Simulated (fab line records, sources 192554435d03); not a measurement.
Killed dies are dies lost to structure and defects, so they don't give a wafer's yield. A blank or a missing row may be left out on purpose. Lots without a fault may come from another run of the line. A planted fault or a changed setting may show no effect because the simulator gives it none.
Which tool did it? | flow n5_finfet | 9 lots, 27 wafers sampled, at 5 steps of a route of 1938

WHAT THE GAUGES READ, wafer by wafer
N5_HKMG_FIN_INSPECT_61: inspects for defects (macro). Usual: raw_defect_count 2.2, standard deviation 1.5.
lot  | measured    | on                | raw_defect_count | flag
L875 | day 3 23:50 | defect_inspect-01 | 1 0 1            |
L878 | day 4 15:27 | defect_inspect-01 | 2 3 1            |
L879 | day 5 00:35 | defect_inspect-01 | 5 3 1            |
L881 | day 5 13:38 | defect_inspect-02 | 1 2 3            |
L882 | day 5 19:42 | defect_inspect-02 | 1 0 6            |
L891 | day 7 22:47 | defect_inspect-02 | 2 1 2            |
L892 | day 8 08:43 | defect_inspect-02 | 3 1 3            |
L894 | day 8 19:50 | defect_inspect-01 | 4 3 2            |
L897 | day 9 11:06 | defect_inspect-02 | 1 2 2            |

N5_BEOL_M4_RC_MEAS_101. Usual: DIBL_N 36.8 mV/V, standard deviation 1.5; DIBL_P 37.1 mV/V, standard deviation 2.1; IOFF_N 0.168 nA/um, standard deviation 0.03; IOFF_P 0.22 nA/um, standard deviation 0.034; IOFF_P_LIN 0.103 nA/um, standard deviation 0.013; IOFF_P_LONG 0.000105 nA/um, standard deviation 9.3e-06; ION_N 679 uA/um, standard deviation 12; ION_P 466 uA/um, standard deviation 8; SS_N 71.7 mV/dec, standard deviation 0.58; SS_P 73.5 mV/dec, standard deviation 0.67; VT_N 248.8 mV, standard deviation 2.7; VT_P -250 mV, standard deviation 3.3; VT_P_LONG -276 mV, standard deviation 3.3; VT_P_LVT -98.6 mV, standard deviation 2.8.
lot  | measured     | on        | DIBL_N (mV/V)  | DIBL_P (mV/V)  | IOFF_N (nA/um)    | IOFF_P (nA/um) | IOFF_P_LIN (nA/um) | IOFF_P_LONG (nA/um)        | ION_N (uA/um) | ION_P (uA/um) | SS_N (mV/dec)  | SS_P (mV/dec)  | VT_N (mV)         | VT_P (mV)      | VT_P_LONG (mV) | VT_P_LVT (mV)       | flag
L875 | day 7 12:11  | prober-02 | 38.6 34.9 38.5 | 39.9 35.0 39.9 | 0.204 0.135 0.213 | 0.24 0.17 0.25 | 0.109 0.088 0.113  | 0.000102 0.000103 0.000109 | 683 662 679   | 463 455 466   | 73.2 71.3 71.6 | 74.1 73.5 74.3 | 247.3 250.8 244.0 | -249 -256 -247 | -278 -277 -274 | -95.2 -99.1 -94.5   |
L878 | day 8 13:56  | prober-02 | 36.8 37.9 37.9 | 36.8 38.8 37.6 | 0.162 0.184 0.190 | 0.26 0.29 0.26 | 0.120 0.129 0.119  | 0.00012 0.00012 0.00012    | 690 689 704   | 482 479 486   | 71.3 71.8 71.9 | 73.5 74.2 73.5 | 248.8 249.6 246.3 | -246 -242 -246 | -271 -272 -273 | -94.8 -93.8 -95.4   |
L879 | day 8 11:34  | prober-02 | 36.4 38.7 36.0 | 37.5 40.5 37.8 | 0.165 0.200 0.152 | 0.22 0.27 0.23 | 0.100 0.117 0.104  | 0.000106 0.000105 0.000105 | 677 687 679   | 468 468 468   | 71.8 72.6 71.0 | 72.7 74.0 72.7 | 247.4 246.2 251.6 | -253 -247 -246 | -273 -277 -276 | -99.3 -95.1 -97.5   |
L881 | day 9 06:04  | prober-01 | 35.4 35.5 35.6 | 37.0 37.0 37.2 | 0.167 0.166 0.183 | 0.22 0.21 0.22 | 0.104 0.099 0.105  | 0.000102 0.000112 0.000109 | 671 680 684   | 469 463 470   | 71.3 71.8 71.2 | 74.0 72.8 73.4 | 247.2 245.1 244.9 | -249 -248 -247 | -272 -274 -275 | -95.3 -96.2 -95.0   |
L882 | day 9 15:16  | prober-02 | 39.4 37.6 37.8 | 37.8 36.6 37.7 | 0.201 0.169 0.178 | 0.25 0.23 0.25 | 0.112 0.108 0.116  | 0.0001 0.000112 0.000102   | 695 684 695   | 471 466 478   | 71.9 72.0 72.0 | 74.3 73.3 73.8 | 248.2 250.7 247.1 | -249 -246 -243 | -274 -274 -276 | -97.9 -99.1 -97.9   |
L891 | day 11 22:59 | prober-01 | 37.2 38.1 35.6 | 37.4 38.0 35.5 | 0.178 0.182 0.146 | 0.23 0.25 0.20 | 0.110 0.115 0.099  | 0.000118 0.00012 0.000119  | 690 689 683   | 467 470 468   | 71.8 71.6 70.7 | 72.4 73.9 72.7 | 245.2 247.6 251.3 | -249 -247 -249 | -273 -274 -269 | -96.9 -96.2 -98.6   |
L892 | day 12 05:23 | prober-01 | 35.7 33.8 37.9 | 36.8 33.9 39.5 | 0.139 0.118 0.169 | 0.22 0.28 0.27 | 0.105 0.146 0.120  | 0.000112 0.000155 0.000114 | 681 674 676   | 472 489 471   | 71.1 70.9 71.7 | 73.4 72.4 73.9 | 252.4 253.7 244.6 | -251 -238 -246 | -275 -259 -271 | -97.5 -86.9 -95.1   |
L894 | day 12 11:42 | prober-01 | 36.0 36.6 33.2 | 37.5 37.5 33.1 | 0.143 0.163 0.102 | 0.21 0.20 0.15 | 0.096 0.097 0.078  | 0.000103 9.9e-05 9.3e-05   | 670 677 651   | 462 460 451   | 72.4 72.0 71.3 | 74.4 73.6 72.1 | 250.8 247.4 255.1 | -251 -251 -254 | -279 -278 -278 | -100.3 -99.4 -103.1 |
L897 | day 13 08:35 | prober-02 | 33.4 34.7 36.5 | 33.0 34.8 36.2 | 0.126 0.147 0.164 | 0.19 0.22 0.26 | 0.096 0.107 0.115  | 0.000119 0.000112 0.000109 | 679 681 678   | 469 472 474   | 71.3 71.5 72.4 | 72.9 73.4 73.0 | 252.8 252.4 248.7 | -251 -247 -246 | -273 -273 -272 | -98.6 -96.2 -94.9   |

WHICH TOOL RAN EACH LOT (tool, then ch and the chambers of the sampled wafers, then the start)
lot  | N5_HKMG_FIN_ALD_75              | N5_HKMG_FIN_ETCH_58               | N5_HKMG_FIN_ALD_36
L875 | ald_hk-03 ch 0,1, day 3 23:19   | rie_diel-01 ch 1,2, day 4 00:11   | ald_metal-03 ch 1,3, day 4 02:01
L878 | ald_hk-02 ch 0,1,2, day 4 14:56 | rie_diel-01 ch 1,2,3, day 4 15:59 | ald_metal-02 ch 0,1,2, day 4 18:08
L879 | ald_hk-01 ch 0,2, day 5 00:04   | rie_diel-06 ch 1,2, day 5 00:58   | ald_metal-03 ch 0,3, day 5 02:53
L881 | ald_hk-01 ch 0,2, day 5 13:15   | rie_diel-01 ch 1,3, day 5 14:02   | ald_metal-01 ch 0,1,3, day 5 15:56
L882 | ald_hk-01 ch 0,1, day 5 19:11   | rie_diel-06 ch 0,2,3, day 5 20:11 | ald_metal-01 ch 0,1,3, day 5 22:02
L891 | ald_hk-03 ch 1,2,3, day 7 22:23 | rie_diel-06 ch 0,1,2, day 7 23:07 | ald_metal-02 ch 2,3, day 8 01:02
L892 | ald_hk-01 ch 2,3, day 8 08:14   | rie_diel-06 ch 1,3, day 8 09:03   | ald_metal-01 ch 1,2,3, day 8 10:53
L894 | ald_hk-01 ch 0,2,3, day 8 19:22 | rie_diel-01 ch 1,2,3, day 8 20:14 | ald_metal-02 ch 0,2,3, day 8 22:04
L897 | ald_hk-03 ch 0,2, day 9 10:35   | rie_diel-06 ch 0,2, day 9 11:34   | ald_metal-02 ch 1,2,3, day 9 13:31
- N5_HKMG_FIN_ALD_75: deposits Al2O3, target thk 1 nm, co reactant pulse time 1 s.
- N5_HKMG_FIN_ETCH_58: etches SOC in N2/H2, target depth 215.8 nm, time 741 s.
- N5_HKMG_FIN_ALD_36: deposits TiN, target thk 1 nm, pulse time 1 s, purge time 3 s.

WHAT THE TOOLS THEMSELVES READ (means of the sampled wafers that have a number; where no wafer has one, the mark that the record gives instead)
N5_HKMG_FIN_ALD_75. Usual: heater_power_outer_w 82 W, standard deviation 7.3; heater_power_w 158 W, standard deviation 11; precursor_pulse_height_rel 1.000, standard deviation 0.019.
lot  | tool      | heater_power_outer_w (W) | heater_power_w (W) | precursor_pulse_height_rel | flag
L875 | ald_hk-03 | 74                       | 144                | 0.989                      |
L878 | ald_hk-02 | 76                       | 152                | 0.991                      |
L879 | ald_hk-01 | 77                       | 152                | 1.003                      |
L881 | ald_hk-01 | 84                       | 158                | 1.010                      |
L882 | ald_hk-01 | 77                       | 151                | 1.007                      |
L891 | ald_hk-03 | 81                       | 158                | 0.996                      |
L892 | ald_hk-01 | 90                       | 170                | 0.999                      |
L894 | ald_hk-01 | 82                       | 160                | 0.991                      |
L897 | ald_hk-03 | 81                       | 156                | 0.991                      |

N5_HKMG_FIN_ETCH_58. Usual: drypump_motor_current_A 5.6 A, standard deviation 0.49; oes_product_au 0.82 a.u., standard deviation 0.1; rf_fwd_power_W 873.9 W, standard deviation 2.6; rf_vpp_V 99.1 V, standard deviation 0.89; showerhead_plenum_p_Torr 2.55 Torr, standard deviation 0.089; throttle_valve_pct 17.8 %, standard deviation 0.32.
lot  | tool        | drypump_motor_current_A (A) | oes_product_au (a.u.) | rf_fwd_power_W (W) | rf_vpp_V (V) | showerhead_plenum_p_Torr (Torr) | throttle_valve_pct (%) | flag
L875 | rie_diel-01 | 5.4                         | 0.75                  | 876.7              | 98.4         | 2.51                            | 18.2                   |
L878 | rie_diel-01 | 5.5                         | 0.81                  | 874.3              | 99.0         | 2.51                            | 17.9                   |
L879 | rie_diel-06 | 6.0                         | 0.69                  | 874.5              | 99.2         | 2.54                            | 18.0                   |
L881 | rie_diel-01 | 5.1                         | 0.81                  | 874.4              | 98.8         | 2.46                            | 18.0                   |
L882 | rie_diel-06 | 5.6                         | 0.84                  | 872.9              | 98.8         | 2.61                            | 17.9                   |
L891 | rie_diel-06 | 5.8                         | 0.85                  | 873.8              | 99.7         | 2.60                            | 17.7                   |
L892 | rie_diel-06 | 5.8                         | 0.87                  | 873.9              | 99.1         | 2.47                            | 17.7                   |
L894 | rie_diel-01 | 5.5                         | 0.86                  | 875.3              | 98.2         | 2.50                            | 17.9                   |
L897 | rie_diel-06 | 5.6                         | 0.76                  | 875.3              | 99.5         | 2.64                            | 18.1                   |

N5_HKMG_FIN_ALD_36. Usual: heater_power_outer_w 502 W, standard deviation 53; heater_power_w 823 W, standard deviation 70; precursor_pulse_height_rel 1.002, standard deviation 0.018.
lot  | tool         | heater_power_outer_w (W) | heater_power_w (W) | precursor_pulse_height_rel | flag
L875 | ald_metal-03 | 599                      | 914                | 0.990                      |
L878 | ald_metal-02 | 525                      | 847                | 1.014                      |
L879 | ald_metal-03 | 610                      | 925                | 0.988                      |
L881 | ald_metal-01 | 468                      | 794                | 0.986                      |
L882 | ald_metal-01 | 467                      | 772                | 0.994                      |
L891 | ald_metal-02 | 512                      | 805                | 1.000                      |
L892 | ald_metal-01 | 466                      | 789                | 1.006                      |
L894 | ald_metal-02 | 504                      | 818                | 0.996                      |
L897 | ald_metal-02 | 523                      | 835                | 0.996                      |

THE ANSWER, worked out from the rows above alone
Rule: a lot is off if the mean of its wafers that have a number lies more than 3 standard deviations from the usual mean. A lot without any number at a reading at which 4 lots or more have one is off too. The other lots that the step has rows for count as sound. The gauges are gone through in route order, then the tools' own readings, and for those a lot's mean is taken as printed above. The first step at which some lot is off is used, and at that step the reading that is off furthest; a lot without a number counts as furthest.
No lot is off at any reading shown: from this, nothing can be told.

WHAT THE SIMULATOR HAD PUT IN
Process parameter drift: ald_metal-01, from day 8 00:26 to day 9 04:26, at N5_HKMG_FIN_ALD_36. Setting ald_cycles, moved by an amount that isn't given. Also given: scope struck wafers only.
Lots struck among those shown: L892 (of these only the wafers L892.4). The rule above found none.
